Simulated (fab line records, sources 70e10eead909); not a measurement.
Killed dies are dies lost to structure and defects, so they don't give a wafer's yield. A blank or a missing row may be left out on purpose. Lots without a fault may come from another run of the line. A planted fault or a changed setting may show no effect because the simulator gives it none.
fab line records | flow nand_harc
record lots=15 wafers=43 last_day=34
route steps=1302 shown A_START@389 A_ONON_D1@429 END@1302
lots that met no fault: from a run of the same line without faults
start_h: hours from the record's first day to the start of the lot's first wafer shown | wait_h: hours since the lot's step before | " the same as in the row above | L1.1+2: a row that stands for several wafers | - no value, or no start given | * or withheld: withheld | < > ~ a bound
route shown NAME@n: a module of which the file shows steps, and the number in the route of the first | usual: mean/standard deviation of fault-free wafers | same: alike in all rows | chamber/n: place in a boat | sites: the reading at each site | _std_site: their standard deviation | _edge_site: outer sites' mean less inner sites' | radius_mm: how far each site lies from the wafer's centre | mask NAME#n: copy n | behind: the tool/chamber that last shaped the wafer | hold: why the lot was held/for how many hours/how that ended | device: the transistor (n, p or np) that didn't switch | end of line: the same wafers' tests at the end of the route | a step without rows: its recipe alone | killed: dies lost to structure and defects at the first sort, not the wafer's yield | map: a wafer's dies, x killed, . not, _ none there
set.NAME: the setting as run; set.NAME@STEP: as run at that earlier step | model.NAME: the simulator's own value behind a step, which no gauge read
steps of the route over a sample of lots; a table a step, a row a wafer
services: from which hour (start_h, from the record's first day; less than 0 if before it) a tool's chamber was out of use, for how many hours, and why
## steps
# step NHARC_A_START_INSPECT_01
# usual raw_defect_count=3.7/1.7
# columns lot.wafer tool chamber start_h wait_h raw_defect_count
L347.3 defect_inspect-01 - 142.04 - 5
L347.4 " - " " 2
L347.6 " - " " 3
L348.1 defect_inspect-02 - 145.60 - 6
L348.2 " - " " 5
L348.4 " - " " 6
L349.1 defect_inspect-02 - 152.94 - 7
L349.4 " - " " 3
L349.6 " - " " 1
L350.1 defect_inspect-02 - 171.21 - 4
L350.3 " - " " 5
L350.5 " - " " 5
L351.2 defect_inspect-02 - 183.09 - 3
L351.3 " - " " 5
L351.4 " - " " 5
L352.1 defect_inspect-02 - 190.05 - 4
L352.4 " - " " 3
L352.5 " - " " 3
L353.3 defect_inspect-02 - 198.11 - 2
L353.4 " - " " 4
L353.5 " - " " 3
L358.2 defect_inspect-02 - 249.11 - 6
L358.5 " - " " 3
L360.2 defect_inspect-02 - 285.76 - 4
L360.3 " - " " 5
L360.5 " - " " 6
L362.2 defect_inspect-01 - 286.89 - 3
L362.3 " - " " 1
L364.2 defect_inspect-02 - 310.15 - 2
L364.4 " - " " 6
L364.5 " - " " 6
L365.1 defect_inspect-01 - 316.53 - 6
L365.3 " - " " 1
L365.6 " - " " 4
L366.1 defect_inspect-01 - 331.69 - 5
L366.4 " - " " 4
L366.6 " - " " 5
L368.1 defect_inspect-01 - 344.81 - 4
L368.3 " - " " 1
L368.5 " - " " 4
L370.1 defect_inspect-02 - 363.73 - 3
L370.4 " - " " 2
L370.5 " - " " 4
# step NHARC_A_ONON_D1_THK_MEAS_08
# recipe thk_meas_gauge=ellipsometry
# usual thk_nm=997/9.8
# columns lot.wafer tool chamber start_h wait_h thk_nm
L348.1 film_metro-01 - 167.85 - 1003
L348.2 " - " " 1002
L348.4 " - " " 1001
L347.3 film_metro-02 - 167.86 - 1005
L347.4 " - " " 1006
L347.6 " - " " 1006
L349.1 film_metro-01 - 178.01 - 985
L349.4 " - " " 985
L349.6 " - " " 987
L350.1 film_metro-01 - 196.23 - 991
L350.3 " - " " 989
L350.5 " - " " 990
L351.2 film_metro-01 - 207.59 - 1000
L351.3 " - " " 998
L351.4 " - " " 1001
L352.1 film_metro-01 - 217.12 - 966
L352.4 " - " " 967
L352.5 " - " " 966
L353.3 film_metro-01 - 225.93 - 994
L353.4 " - " " 995
L353.5 " - " " 996
L358.2 film_metro-01 - 273.32 - 1011
L358.5 " - " " 1012
L360.2 film_metro-01 - 311.28 - 999
L360.3 " - " " 999
L360.5 " - " " 997
L362.2 film_metro-01 - 311.30 - 1002
L362.3 " - " " 1004
L364.2 film_metro-01 - 335.30 - 991
L364.4 " - " " 990
L364.5 " - " " 990
L365.1 film_metro-02 - 345.77 - 993
L365.3 " - " " 994
L365.6 " - " " 994
L366.1 film_metro-02 - 359.67 - 1009
L366.4 " - " " 1009
L366.6 " - " " 1009
L368.1 film_metro-02 - 371.94 - 995
L368.3 " - " " 994
L368.5 " - " " 993
L370.1 film_metro-01 - 390.67 - 985
L370.4 " - " " 985
L370.5 " - " " 984
# step NHARC_A_ONON_D1_DEP_09
# recipe target_thk_a=10000 n2_flow_sccm=2750 n2o_flow_sccm=2000 nh3_flow_sccm=500 sih4_flow_sccm=210 temp_c=400
# columns lot.wafer tool chamber start_h wait_h
L348.1+2+4 pecvd_onon-02 0 167.90 0.1
L347.3+4+6 pecvd_onon-01 0 168.03 0.2
L349.1+4+6 pecvd_onon-01 0 178.06 0.1
L350.1+3+5 pecvd_onon-04 0 196.29 0.1
L351.2+3+4 pecvd_onon-01 0 207.70 0.1
L352.1+4+5 pecvd_onon-01 0 217.17 0.1
L353.3+4+5 pecvd_onon-02 0 226.11 0.2
L358.2+5 pecvd_onon-02 0 273.44 0.1
L360.2+3+5 pecvd_onon-02 0 311.39 0.1
L362.2+3 pecvd_onon-02 0 311.74 0.4
L364.2+4+5 pecvd_onon-01 0 335.42 0.1
L365.1+3+6 pecvd_onon-01 0 345.83 0.1
L366.1+4+6 pecvd_onon-01 0 359.73 0.1
L368.1+3+5 pecvd_onon-01 0 372.14 0.2
L370.1+4+5 pecvd_onon-04 0 390.73 0.1
# step NHARC_A_ONON_D1_THK_MEAS_11
# recipe thk_meas_gauge=ellipsometry
# usual thk_nm=999/10
# columns lot.wafer tool chamber start_h wait_h thk_nm
L348.1 film_metro-02 - 168.41 - 1004
L348.2 " - " " 1004
L348.4 " - " " 1006
L347.3 film_metro-01 - 168.43 - 1006
L347.4 " - " " 1005
L347.6 " - " " 1006
L349.1 film_metro-01 - 178.57 - 999
L349.4 " - " " 1000
L349.6 " - " " 1000
L350.1 film_metro-02 - 196.80 - 987
L350.3 " - " " 986
L350.5 " - " " 987
L351.2 film_metro-02 - 208.15 - 1012
L351.3 " - " " 1012
L351.4 " - " " 1012
L352.1 film_metro-02 - 217.69 - 981
L352.4 " - " " 979
L352.5 " - " " 981
L353.3 film_metro-01 - 226.50 - 978
L353.4 " - " " 978
L353.5 " - " " 979
L358.2 film_metro-02 - 273.90 - 1331
L358.5 " - " " 1330
L360.2 film_metro-01 - 311.84 - 1322
L360.3 " - " " 992
L360.5 " - " " 1323
L362.2 film_metro-01 - 312.19 - 1335
L362.3 " - " " 1007
L364.2 film_metro-02 - 335.87 - 1001
L364.4 " - " " 1001
L364.5 " - " " 1004
L365.1 film_metro-02 - 346.34 - 994
L365.3 " - " " 998
L365.6 " - " " 995
L366.1 film_metro-01 - 360.24 - 1012
L366.4 " - " " 1010
L366.6 " - " " 1010
L368.1 film_metro-02 - 372.65 - 1008
L368.3 " - " " 1004
L368.5 " - " " 1004
L370.1 film_metro-01 - 391.24 - 1009
L370.4 " - " " 1015
L370.5 " - " " 1009
# step NHARC_END_SORT_01
# recipe temp_c=25
# usual killed_at_array=53/21 killed_at_other=1.0/1.3 killed_at_periphery=3.8/2.4 killed_dies=58/21 killed_open=3.4/1.9 killed_short=2.4/1.5
# same gross_dies=677
# columns lot.wafer tool chamber start_h wait_h killed_at_array killed_at_other killed_at_periphery killed_dies killed_open killed_short
L349.1 prober-01 0 582.82 2.5 77 0 3 80 3 2
L349.4 prober-01 0 585.19 3.4 64 1 8 73 5 4
L349.6 prober-01 0 586.78 4.0 72 0 5 77 3 2
L351.2 prober-02 0 603.27 2.8 70 1 1 72 4 5
L351.3 prober-02 0 604.07 3.1 70 1 4 75 9 1
L351.4 prober-02 0 604.87 3.4 72 1 4 77 10 2
L358.2 prober-01 0 692.32 2.8 673 0 4 677 7 3
L358.5 prober-01 0 694.72 3.7 672 0 5 677 5 1
L360.2 prober-01 0 712.35 2.8 669 0 8 677 6 4
L360.3 prober-01 0 713.13 3.1 33 0 5 38 2 2
L360.5 prober-01 0 714.69 3.6 670 0 7 677 3 3
L362.2 prober-01 0 720.07 2.8 674 0 3 677 1 2
L362.3 prober-01 0 720.88 3.1 24 0 4 28 3 3
L364.2 prober-01 0 743.51 2.8 26 3 3 32 2 3
L364.4 prober-01 0 745.10 3.4 34 1 3 38 2 3
L364.5 prober-01 0 745.90 3.7 58 3 3 64 2 3
L365.1 prober-01 0 751.42 2.5 67 5 4 76 2 5
L365.3 prober-01 0 753.01 3.1 87 0 0 87 1 3
L365.6 prober-01 0 755.40 4.0 71 0 1 72 1 0
L370.1 prober-01 0 805.04 2.6 54 0 4 58 6 3
L370.4 prober-01 0 807.46 3.4 64 0 7 71 7 2
L370.5 prober-01 0 808.27 3.7 59 1 2 62 2 2
# killed by level:class
L349.1 A_CHANNEL_HOLE_D2:chamber_film_flake=44 A_SLIT:chamber_film_flake=19 A_STAIRCASE:chamber_film_flake=5 A_CHANNEL_HOLE_D1:chamber_film_flake=2 A_CONTACT:chamber_film_flake=2 P_CONTACT:geometric_particle:short=1 A_ONON_D1:geometric_particle:short=1 A_ONON_D1:geometric_particle:open=1
L349.4 A_CHANNEL_HOLE_D2:chamber_film_flake=34 A_SLIT:chamber_film_flake=15 P_ZERO_WELL:chamber_film_flake=3 P_GATE:chamber_film_flake=3 A_STAIRCASE:chamber_film_flake=3 A_CHANNEL_HOLE_D1:chamber_film_flake=2 A_CONTACT:chamber_film_flake=2 P_M0:geometric_particle:open=1
L349.6 A_CHANNEL_HOLE_D2:chamber_film_flake=34 A_SLIT:chamber_film_flake=21 A_STAIRCASE:chamber_film_flake=5 A_CONTACT:chamber_film_flake=5 P_GATE:chamber_film_flake=2 P_CONTACT:geometric_particle:open=1 P_M0:geometric_particle:open=1 A_CHANNEL_FILL_D1:geometric_particle:short=1
L351.2 A_CHANNEL_HOLE_D2:chamber_film_flake=32 A_SLIT:chamber_film_flake=20 A_CONTACT:chamber_film_flake=7 A_ONON_D1:geometric_particle:short=3 A_CHANNEL_HOLE_D1:chamber_film_flake=2 A_ONON_D1:geometric_particle:open=1 A_ONON_D2:geometric_particle:open=1 A_CHANNEL_HOLE_D2:geometric_particle:short=1
L351.3 A_CHANNEL_HOLE_D2:chamber_film_flake=32 A_SLIT:chamber_film_flake=16 A_CONTACT:chamber_film_flake=9 A_CHANNEL_HOLE_D1:chamber_film_flake=4 A_ONON_D1:geometric_particle:open=2 P_GATE:geometric_particle:short=1 P_GATE:geometric_particle:open=1 P_M0:geometric_particle:open=1
L351.4 A_CHANNEL_HOLE_D2:chamber_film_flake=29 A_SLIT:chamber_film_flake=18 A_CONTACT:chamber_film_flake=11 A_CHANNEL_HOLE_D1:chamber_film_flake=3 A_CHANNEL_FILL_D2:geometric_particle:open=2 A_WL_FILL:geometric_particle:open=2 P_CONTACT:geometric_particle:short=1 P_M1:geometric_particle:open=1
L358.2 A_ONON_D1:area_dep=649 A_CONTACT:chamber_film_flake=6 A_CHANNEL_FILL_D2:geometric_particle:short=3 A_SLIT:chamber_film_flake=3 A_CHANNEL_FILL_D2:geometric_particle:open=2 P_GATE:chamber_film_flake=2 A_CHANNEL_HOLE_D1:chamber_film_flake=2 P_M0:geometric_particle:open=1
L358.5 A_ONON_D1:area_dep=651 A_CHANNEL_HOLE_D1:chamber_film_flake=6 A_CONTACT:chamber_film_flake=4 A_SLIT:chamber_film_flake=3 P_CONTACT:geometric_particle:open=2 P_GATE:chamber_film_flake=2 A_CHANNEL_FILL_D2:chamber_film_flake=2 A_STAIRCASE:chamber_film_flake=2
L360.2 A_ONON_D1:area_dep=629 A_CHANNEL_HOLE_D2:chamber_film_flake=15 A_CONTACT:chamber_film_flake=6 A_CHANNEL_HOLE_D1:chamber_film_flake=4 P_CONTACT:chamber_film_flake=3 A_ONON_D1:geometric_particle:open=2 P_STI:chamber_film_flake=2 A_SLIT:chamber_film_flake=2
L360.3 A_CHANNEL_HOLE_D2:chamber_film_flake=15 A_CHANNEL_HOLE_D1:chamber_film_flake=6 A_CONTACT:chamber_film_flake=6 P_CONTACT:chamber_film_flake=3 A_STAIRCASE:chamber_film_flake=2 P_GATE:geometric_particle:short=1 A_SOURCE_PLATE:geometric_particle:open=1 A_ONON_D2:geometric_particle:short=1
L360.5 A_ONON_D1:area_dep=628 A_CHANNEL_HOLE_D2:chamber_film_flake=20 A_CHANNEL_HOLE_D1:chamber_film_flake=7 P_STI:chamber_film_flake=3 A_SLIT:chamber_film_flake=3 A_WL_FILL:chamber_film_flake=3 A_CONTACT:chamber_film_flake=3 A_WL_FILL:geometric_particle:short=2
L362.2 A_ONON_D1:area_dep=649 A_CHANNEL_HOLE_D1:chamber_film_flake=11 A_CONTACT:chamber_film_flake=4 A_SLIT:chamber_film_flake=3 A_STAIRCASE:chamber_film_flake=2 P_M0:geometric_particle:open=1 A_CHANNEL_HOLE_D2:geometric_particle:short=1 A_WL_FILL:geometric_particle:short=1
L362.3 A_CHANNEL_HOLE_D1:chamber_film_flake=8 A_SLIT:chamber_film_flake=4 P_BONDPAD:chamber_film_flake=2 A_STAIRCASE:chamber_film_flake=2 P_CONTACT:geometric_particle:short=1 P_M1:geometric_particle:open=1 A_SOURCE_PLATE:geometric_particle:short=1 A_SOURCE_PLATE:geometric_particle:open=1
L364.2 A_CHANNEL_HOLE_D1:chamber_film_flake=15 P_GATE:chamber_film_flake=3 A_SLIT:chamber_film_flake=3 THIN_TSV:chamber_film_flake=3 A_STAIRCASE:chamber_film_flake=2 A_CHANNEL_HOLE_D1:geometric_particle:short=1 A_WL_FILL:geometric_particle:short=1 A_CONTACT:geometric_particle:open=1
L364.4 A_CHANNEL_HOLE_D1:chamber_film_flake=17 A_SLIT:chamber_film_flake=7 A_CHANNEL_FILL_D2:chamber_film_flake=3 P_GATE:chamber_film_flake=2 P_CONTACT:geometric_particle:short=1 A_ONON_D1:geometric_particle:short=1 A_CHANNEL_FILL_D1:geometric_particle:short=1 A_CONTACT:geometric_particle:open=1
L364.5 A_CHANNEL_HOLE_D1:chamber_film_flake=40 A_STAIRCASE:chamber_film_flake=3 A_SLIT:chamber_film_flake=3 A_WL_FILL:chamber_film_flake=3 THIN_TSV:chamber_film_flake=3 P_GATE:chamber_film_flake=2 A_CHANNEL_FILL_D2:chamber_film_flake=2 P_M1:geometric_particle:short=1
L365.1 A_CHANNEL_HOLE_D1:chamber_film_flake=27 A_SLIT:chamber_film_flake=20 A_STAIRCASE:chamber_film_flake=5 A_CONTACT:chamber_film_flake=5 THIN_TSV:chamber_film_flake=5 A_CHANNEL_FILL_D1:chamber_film_flake=2 P_STI:geometric_particle:open=1 P_STI:geometric_particle:short=1
L365.3 A_CHANNEL_HOLE_D1:chamber_film_flake=44 A_SLIT:chamber_film_flake=24 A_CONTACT:chamber_film_flake=8 A_STAIRCASE:chamber_film_flake=4 A_ONON_D1:geometric_particle:short=1 A_CHANNEL_HOLE_D2:geometric_particle:short=1 A_WL_FILL:geometric_particle:short=1 A_WL_FILL:geometric_particle:open=1
L365.6 A_CHANNEL_HOLE_D1:chamber_film_flake=33 A_SLIT:chamber_film_flake=23 A_CONTACT:chamber_film_flake=4 A_STAIRCASE:chamber_film_flake=3 A_CHANNEL_FILL_D1:chamber_film_flake=2 A_CHANNEL_HOLE_D2:chamber_film_flake=2 A_CONTACT:geometric_particle:open=1 P_GATE:chamber_film_flake=1
L370.1 A_CHANNEL_HOLE_D2:chamber_film_flake=19 A_SLIT:chamber_film_flake=12 A_CONTACT:chamber_film_flake=8 A_CHANNEL_HOLE_D1:chamber_film_flake=6 P_M1:chamber_film_flake=3 P_M0:geometric_particle:open=1 A_ONON_D1:geometric_particle:open=1 A_CHANNEL_FILL_D1:geometric_particle:short=1
L370.4 A_SLIT:chamber_film_flake=20 A_CHANNEL_HOLE_D2:chamber_film_flake=19 A_CHANNEL_HOLE_D1:chamber_film_flake=8 A_CONTACT:chamber_film_flake=6 P_M1:chamber_film_flake=4 A_CHANNEL_FILL_D2:geometric_particle:short=2 A_DECK1_JOINT:chamber_film_flake=2 P_CONTACT:geometric_particle:open=1
L370.5 A_SLIT:chamber_film_flake=23 A_CHANNEL_HOLE_D2:chamber_film_flake=21 A_CHANNEL_HOLE_D1:chamber_film_flake=6 A_CONTACT:chamber_film_flake=5 P_M0:geometric_particle:open=1 A_CHANNEL_FILL_D2:geometric_particle:short=1 A_WL_FILL:geometric_particle:short=1 A_M0:geometric_particle:open=1
## services
# columns tool chamber start_h hours kind
pecvd_onon-02 - 185.03 13.0 pm
pecvd_onon-01 - 217.97 4.4 repair
pecvd_onon-04 - 235.01 6.0 repair
pecvd_onon-01 - 269.95 13.0 pm
pecvd_onon-04 - 311.12 13.0 pm
pecvd_onon-02 - 366.03 13.0 pm
## key
first_sign step=NHARC_A_ONON_D1_THK_MEAS_11 reading=thk_nm direction=up sigmas=32 usual=999 struck=1328
effect step=NHARC_END_SORT_01 reading=killed_dies direction=up sigmas=30 usual=58 struck=677
more_kills_born_at NHARC_A_ONON_D1_DEP_09@pecvd_onon-02=3206
met_at NHARC_A_ONON_D1_DEP_09
struck_lots L358,L360,L362
struck_wafers L358.2,L358.5,L360.2,L360.5,L362.2
later_rows_left_out L358.2,L358.5,L360.2,L360.5,L362.2
tester_left_out L358,L360,L362
not_acting_at NHARC_A_START_INSPECT_01,NHARC_A_ONON_D1_THK_MEAS_08
onset_between 226.11 273.44
fault kind=process_parameter_drift tool=pecvd_onon-02 chamber=- onset_h=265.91 steps=NHARC_A_ONON_D1_DEP_09 channel=target_thk_a offset=* shape=step end_h=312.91 scope=struck_wafers_only acts_in=* stated=*
# tester_left_out: of these lots the tester's yield and bins aren't shown, on N5 and GAA mostly nor the transistor test; their killed dies are dies lost to structure and defects alone, not to doping, threshold or leakage, so they don't give the yield
# later_rows_left_out: the simulator's readings of these wafers behind a module that went badly wrong aren't trusted and aren't shown, but for the sort
